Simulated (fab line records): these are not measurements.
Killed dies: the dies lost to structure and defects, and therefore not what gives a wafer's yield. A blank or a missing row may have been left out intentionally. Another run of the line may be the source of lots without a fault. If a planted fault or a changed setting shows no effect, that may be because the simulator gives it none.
Matching of chambers :: flow n5-finfet :: ald-sin-03 running N5_BEOL_M0_SAQP_SPACER2_ALD_26: 4 sister chambers
The step deposits SiO2, target thk 15 nm, pulse time 1 s, purge time 2 s. 4 wafers are shown with their chamber, then 7 later ones without.

## WAFERS PAIRED WITH THEIR CHAMBERS
wafer: L076.4
chamber: 0
heater-power-w (W): 388

wafer: L080.5
chamber: 3
heater-power-w (W): 498

wafer: L082.1
chamber: 2
heater-power-w (W): 441

wafer: L082.3
chamber: 1
heater-power-w (W): 364

## WAFERS WHOSE CHAMBER IS MISSING
wafer: L082.5
heater-power-w (W): 492

wafer: L089.1
heater-power-w (W): 497

wafer: L089.2
heater-power-w (W): 370

wafer: L089.4
heater-power-w (W): 427

wafer: L096.1
heater-power-w (W): 374

wafer: L096.3
heater-power-w (W): 414

wafer: L096.4
heater-power-w (W): 435

## THE CHAMBER EACH PASSED THROUGH
wafer: L082.5
from the rows above: 3
in truth: 3

wafer: L089.1
from the rows above: 3
in truth: 3

wafer: L089.2
from the rows above: can't be placed: 1 or 0
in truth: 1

wafer: L089.4
from the rows above: 2
in truth: 2

wafer: L096.1
from the rows above: can't be placed: 1 or 0
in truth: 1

wafer: L096.3
from the rows above: can't be placed: 0 or 2 or 1
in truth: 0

wafer: L096.4
from the rows above: 2
in truth: 2
Correctly placed: 4 of 7. From these rows, 3 cannot be placed; in 3 the true chamber is one of the candidates. Number placed wrongly: 0.
How it was worked out, from the rows above alone: a wafer's distance from a chamber is the root of the sum, over the readings, of the square of ((its reading less the chamber's mean) divided by the reading's scatter). If the next closest chamber is less than 2 further off than the closest, the wafer can't be placed; otherwise it belongs to the closest. Each chamber's mean is taken over the wafers shown for it. The scatter: root of mean squared gap, hidden wafer to nearest shown wafer, with one shown wafer a chamber.
